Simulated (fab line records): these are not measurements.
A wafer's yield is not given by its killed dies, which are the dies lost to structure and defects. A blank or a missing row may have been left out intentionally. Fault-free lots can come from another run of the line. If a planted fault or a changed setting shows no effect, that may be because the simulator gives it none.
Which tool did it? -- flow nandHarc -- 13 lots with 39 wafers sampled at 5 steps, on a route of 1159 steps

== WHAT EACH GAUGE READ, for each wafer ==
NHARC_A_SOURCE_PLATE_THK_MEAS_09: measures by ellipsometry. Usual: thkNm 9.6 nm, standard deviation 0.94.
lot,measured,on,thkNm (nm),flag
L395,day 6 22:29,filmMetro-02,10.1 11.1 10.8,
L396,day 6 22:29,filmMetro-02,9.8 9.5 10.7,
L398,day 7 17:16,filmMetro-02,10.5 9.3 11.1,
L397,day 7 17:16,filmMetro-01,10.5 10.2 8.4,
L403,day 8 23:29,filmMetro-02,9.4 9.6 10.7,
L404,day 9 10:12,filmMetro-02,9.5 8.2 9.0,
L405,day 9 13:55,filmMetro-02,9.9 10.7 9.0,
L414,day 11 10:27,filmMetro-02,10.6 8.3 9.5,
L413,day 11 10:27,filmMetro-01,9.5 9.0 9.3,
L416,day 11 21:58,filmMetro-02,10.1 8.9 10.6,
L415,day 11 21:58,filmMetro-01,10.2 9.7 8.3,
L417,day 12 07:43,filmMetro-02,9.3 7.1 9.3,
L418,day 12 12:41,filmMetro-01,10.1 10.4 9.8,

NHARC_A_SOURCE_PLATE_THK_MEAS_06: measures by ellipsometry. Usual: thkNm 200.6 nm, standard deviation 2.5.
lot,measured,on,thkNm (nm),flag
L395,day 7 13:58,filmMetro-01,206.5 203.4 202.5,
L396,day 7 13:57,filmMetro-02,200.7 205.0 202.5,
L398,day 8 07:05,filmMetro-01,197.5 199.2 198.6,
L397,day 8 07:05,filmMetro-02,204.0 202.5 202.0,
L403,day 9 13:37,filmMetro-01,198.6 197.8 199.0,
L404,day 9 23:14,filmMetro-01,201.1 200.5 201.0,
L405,day 10 03:19,filmMetro-01,197.2 196.6 200.1,
L414,day 11 23:19,filmMetro-02,200.0 201.3 198.0,
L413,day 11 23:19,filmMetro-01,198.5 199.1 197.7,
L416,day 12 11:19,filmMetro-01,196.0 197.7 197.1,
L415,day 12 11:19,filmMetro-02,202.8 200.5 202.2,
L417,day 12 20:49,filmMetro-02,196.9 196.9 197.5,
L418,day 13 04:09,filmMetro-02,201.7 202.7 200.5,

NHARC_END_SORT_01. Usual: killedAtArray 29, standard deviation 11; killedAtOther 0.6, standard deviation 0.89; killedAtPeriphery 3.8, standard deviation 2.8; killedDies 33, standard deviation 12; killedOpen 3.5, standard deviation 1.9; killedShort 1.9, standard deviation 1.3.
lot,measured,on,killedAtArray,killedAtOther,killedAtPeriphery,killedDies,killedOpen,killedShort,flag
L403,day 21 03:07,prober-01,30 27 35,0 1 0,4 2 2,34 30 37,4 5 3,3 1 2,
L404,day 21 09:07,prober-02,28 26 31,0 0 0,3 4 4,31 30 35,4 7 3,4 1 1,
L405,day 22 03:11,prober-01,21 21 19,4 2 1,4 7 5,29 30 25,7 3 3,3 1 0,

== WHAT TOOL EACH LOT RAN ON (gives the tool, then ch and the chambers of the sampled wafers, and finally the start) ==
lot,NHARC_A_ZERO_WELL_DESCUM_12,NHARC_A_ZERO_WELL_STRIP_14
L395,"rieDiel-06 ch 0,1, day 6 11:58","wetBench-03 ch 5,6,7, day 6 12:19"
L396,"rieDiel-06 ch 0,2, day 6 12:35","wetBench-01 ch 2,6,7, day 6 12:56"
L398,"rieDiel-06 ch 0,1,2, day 7 06:51","wetBench-09 ch 3,5,6, day 7 07:13"
L397,"rieDiel-09 ch 0,1, day 7 08:13","wetBench-09 ch 0,1,6, day 7 08:34"
L403,"rieDiel-08 ch 0,1,3, day 8 15:05","wetBench-03 ch 2,5,6, day 8 15:26"
L404,"rieDiel-06 ch 0,2,3, day 8 23:40","wetBench-03 ch 5,6,7, day 9 00:02"
L405,"rieDiel-08 ch 0,2,3, day 9 05:15","wetBench-03 ch 0,4,7, day 9 05:36"
L414,"rieDiel-09 ch 0,1,3, day 11 02:05","wetBench-03 ch 0,2,5, day 11 02:27"
L413,"rieDiel-09 ch 2,3, day 11 03:10","wetBench-03 ch 1,2,4, day 11 03:32"
L416,"rieDiel-06 ch 1,2,3, day 11 13:01","wetBench-01 ch 1,6,7, day 11 13:23"
L415,"rieDiel-06 ch 0,1, day 11 14:28","wetBench-01 ch 1,2,6, day 11 14:50"
L417,"rieDiel-08 ch 2,3, day 11 22:15","wetBench-01 ch 0,5,7, day 11 22:40"
L418,"rieDiel-06 ch 0,1,3, day 12 04:17","wetBench-01 ch 0,2,3, day 12 04:38"
- NHARC_A_ZERO_WELL_DESCUM_12: chemistry O2, time 3 s.
- NHARC_A_ZERO_WELL_STRIP_14: strips in SPM, time 900 s.

== AS READ BY THE TOOLS THEMSELVES (means over the sampled wafers that have a number; for cases with no such wafer, the mark the record gives instead) ==
NHARC_A_ZERO_WELL_DESCUM_12. Usual: drypumpMotorCurrentA 5.5 A, standard deviation 0.64; oesProductAu 0.998 a.u., standard deviation 0.0076; rfVppV 57.8 V, standard deviation 0.9; showerheadPlenumPTorr 1.91 Torr, standard deviation 0.077; throttleValvePct 11.311 %, standard deviation 0.0089.
lot,tool,drypumpMotorCurrentA (A),oesProductAu (a.u.),rfVppV (V),showerheadPlenumPTorr (Torr),throttleValvePct (%),flag
L395,rieDiel-06,5.4,1.005,58.0,1.90,11.305,
L396,rieDiel-06,5.3,1.001,57.3,1.95,11.312,
L398,rieDiel-06,5.3,1.003,58.7,1.93,11.309,
L397,rieDiel-09,5.6,0.990,58.1,1.97,11.312,
L403,rieDiel-08,5.2,1.003,57.7,1.79,11.312,
L404,rieDiel-06,5.9,1.003,57.7,1.96,11.311,
L405,rieDiel-08,5.2,1.002,57.5,1.86,11.315,
L414,rieDiel-09,5.5,1.004,57.3,1.94,11.312,
L413,rieDiel-09,5.6,0.996,57.2,1.88,11.319,
L416,rieDiel-06,5.4,1.002,58.5,1.96,11.312,
L415,rieDiel-06,5.4,0.993,57.7,1.90,11.304,
L417,rieDiel-08,5.2,1.005,57.8,1.87,11.309,
L418,rieDiel-06,6.0,0.994,58.1,1.93,11.312,

NHARC_A_ZERO_WELL_STRIP_14. Usual: bathGuardTempC 130.0 C, standard deviation 0.52; bathHeatDutyPct 15.6 %, standard deviation 1.6.
lot,tool,bathGuardTempC (C),bathHeatDutyPct (%),flag
L395,wetBench-03,129.7,16.5,
L396,wetBench-01,130.2,16.0,
L398,wetBench-09,130.1,15.4,
L397,wetBench-09,129.8,16.5,
L403,wetBench-03,-,-,OFF
L404,wetBench-03,-,-,OFF
L405,wetBench-03,-,-,OFF
L414,wetBench-03,129.5,16.2,
L413,wetBench-03,130.0,16.6,
L416,wetBench-01,130.4,15.1,
L415,wetBench-01,130.3,15.6,
L417,wetBench-01,130.3,14.7,
L418,wetBench-01,130.2,15.5,

== THE ANSWER, worked out from the rows above alone ==
Rule: a lot is off if the mean of its wafers that have a number lies more than 3 standard deviations from the usual mean. Also off: a lot with no number at a reading for which 4 or more lots have one. Any other lot the step has rows for is counted as sound. The gauges are gone through in route order, then the tools' own readings, and for those a lot's mean is taken as printed above. The first step at which some lot is off is used, and at that step the reading that is off furthest; a lot without a number counts as furthest.
Off, at NHARC_A_ZERO_WELL_STRIP_14 on bathGuardTempC: L403, L404, L405. Without a number there: L403, L404, L405.
If a tool, at that step or one of the process steps before it, ran each lot that is off and ran no sound lot following the first of them, it fits. Not one of the candidates tried fits.

== WHAT WAS PUT IN BY THE SIMULATOR ==
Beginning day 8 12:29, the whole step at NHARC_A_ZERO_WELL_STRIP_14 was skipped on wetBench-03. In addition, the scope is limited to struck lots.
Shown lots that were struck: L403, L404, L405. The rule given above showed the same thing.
